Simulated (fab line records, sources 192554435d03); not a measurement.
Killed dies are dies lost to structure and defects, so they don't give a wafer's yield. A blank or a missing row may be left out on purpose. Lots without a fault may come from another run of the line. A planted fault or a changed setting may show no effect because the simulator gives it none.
Split-lot experiment | flow n5_finfet | 7 lots, 21 wafers read, on a route of 1938 steps

THE SPLIT
At N5_PASSIVATION_ETCH_54 (etches SiO2 in CHF3/O2, target depth 880 nm, time 440 s), the setting source_w was moved away from the recipe's 650 W on 5 of the 21 wafers read, by -8.8% to +16.7%. The other wafers ran this setting at the recipe's value.

The reading is taken at the split's own step.

THE READING
PASSIVATION.feature_depth_nm (the simulator's own value, which no gauge read), in nm, at N5_PASSIVATION_ETCH_54 (etches SiO2 in CHF3/O2, target depth 880 nm, time 440 s). The file gives no usual value for it. The 16 wafers here that ran the recipe average 881.9 nm, standard deviation 12 nm.

wafer  | tool, chamber at the split | source_w as run, W | against the recipe | PASSIVATION.feature_depth_nm, nm | against lot-mates on the recipe
L075.2 | rie_diel-01, 1             | 650                | recipe             | 887                              | -
L075.3 | rie_diel-01, 2             | 650                | recipe             | 881.4                            | -
L075.4 | rie_diel-01, 3             | 650                | recipe             | 895.2                            | -
L081.3 | rie_diel-04, 0             | 745.3              | +14.7%             | 952.4                            | +76.2
L081.5 | rie_diel-04, 1             | 745.3              | +14.7%             | 940.6                            | +64.4
L081.6 | rie_diel-04, 2             | 650                | recipe             | 876.2                            | -
L083.3 | rie_diel-02, 0             | 592.8              | -8.8%              | 828                              | -46.8
L083.5 | rie_diel-02, 0             | 592.8              | -8.8%              | 828.4                            | -46.4
L083.6 | rie_diel-02, 1             | 650                | recipe             | 874.8                            | -
L085.4 | rie_diel-02, 2             | 650                | recipe             | 864                              | -
L085.5 | rie_diel-02, 0             | 650                | recipe             | 855.2                            | -
L085.6 | rie_diel-02, 1             | 650                | recipe             | 874.6                            | -
L089.1 | rie_diel-01, 3             | 758.3              | +16.7%             | 940.4                            | +62.0
L089.3 | rie_diel-01, 2             | 650                | recipe             | 882                              | -
L089.6 | rie_diel-01, 1             | 650                | recipe             | 874.8                            | -
L094.1 | rie_diel-04, 3             | 650                | recipe             | 881                              | -
L094.3 | rie_diel-04, 1             | 650                | recipe             | 898                              | -
L094.6 | rie_diel-04, 2             | 650                | recipe             | 885.4                            | -
L096.1 | rie_diel-04, 2             | 650                | recipe             | 892.8                            | -
L096.4 | rie_diel-04, 0             | 650                | recipe             | 904.2                            | -
L096.5 | rie_diel-04, 2             | 650                | recipe             | 884.2                            | -

THE FIT
A straight line over all 21 wafers: PASSIVATION.feature_depth_nm changes by +4.5 nm for each +1% of source_w; r = +0.92; the points scatter about the line by 12 nm.
The same after taking each lot's own level away (the mean of its wafers on the recipe; 21 wafers): +4.57 nm for each +1%; r = +0.97; scatter 7.3 nm.
On that fit, the largest move of source_w shifts the reading by 76 nm.
The lots' own levels span 864.60 to 893.73 nm, that is 2.4 times the standard deviation above.
So the lot-to-lot level changes the slope little: the two slopes agree.
Check: with one of the wafers moved furthest among these (+16.7%) left out of the fit, the line predicts +81.7 nm for it against its lot-mates. It came out at +62 nm against them.

OTHER SPLITS ON THESE WAFERS
These wafers also went through other splits before the reading. Each is held against what the fit with the lots' levels taken away leaves over:
other split on the same wafers     | wafers away from the commonest value | r with PASSIVATION.feature_depth_nm (lot level and that fit taken away)
N5_BEOL_M15_PEB_26 peb_temp_c      | 8                                    | +0.40
N5_PASSIVATION_AL_DEP_21 time_s    | 4                                    | -0.12
N5_PASSIVATION_PASS_ETCH_47 time_s | 9                                    | +0.05

THE WHOLE CHAIN: every reading that the file lists as answering this split, in the file's order
step                   | what it does                                            | reading                                                                       | change (the file's fit)              | r (the file's)
N5_PASSIVATION_ETCH_54 | etches SiO2 in CHF3/O2, target depth 880 nm, time 440 s | etch.depth_nm (the simulator's own value, which no gauge read)                | +4.34 nm for each +1% of the setting | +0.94
N5_PASSIVATION_ETCH_54 | etches SiO2 in CHF3/O2, target depth 880 nm, time 440 s | PASSIVATION.feature_depth_nm (the simulator's own value, which no gauge read) | +4.34 nm for each +1% of the setting | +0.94

THE FILE'S OWN FIT
PASSIVATION.feature_depth_nm changes by +4.34 nm for each +1% of source_w, r = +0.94.
